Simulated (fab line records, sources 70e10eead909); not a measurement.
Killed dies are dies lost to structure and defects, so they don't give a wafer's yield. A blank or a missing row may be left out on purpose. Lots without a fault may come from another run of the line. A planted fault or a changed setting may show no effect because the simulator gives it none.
Chamber matching | flow nand_harc | NHARC_A_CHANNEL_HOLE_D1_DESCUM_15 on rie_diel-10: 4 sister chambers
The step chemistry O2, time 3 s. 4 wafers are shown with their chamber, then 6 later ones without.

WAFERS WITH THEIR CHAMBER
wafer  | chamber | drypump_motor_current_A (A)
L902.1 | 2       | 5.54
L902.5 | 3       | 5.35
L904.1 | 0       | 5.65
L904.4 | 1       | 5.72

WAFERS WITHOUT THEIR CHAMBER
wafer  | drypump_motor_current_A (A)
L904.6 | 5.67
L906.1 | 5.53
L906.3 | 5.37
L906.4 | 5.63
L908.1 | 5.55
L908.3 | 5.63

WHICH CHAMBER EACH WENT THROUGH
wafer  | from the rows above     | in truth
L904.6 | can't be placed: 0 or 1 | 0
L906.1 | 2                       | 2
L906.3 | 3                       | 3
L906.4 | 0                       | 0
L908.1 | 2                       | 2
L908.3 | 0                       | 0
Placed correctly: 5 of 6. Can't be placed from these rows: 1 (the true chamber is among the candidates in 1). Placed wrongly: 0.
How it was worked out, from the rows above alone: a wafer's distance from a chamber is the root of the sum, over the readings, of the square of ((its reading less the chamber's mean) divided by the reading's scatter). The wafer belongs to the nearest chamber; if the next one is less than 2 further off, it can't be placed. A chamber's mean is the mean of its shown wafers. The scatter: with one shown wafer a chamber, the root of the mean of the squares of how far each hidden wafer lies from its nearest shown one.
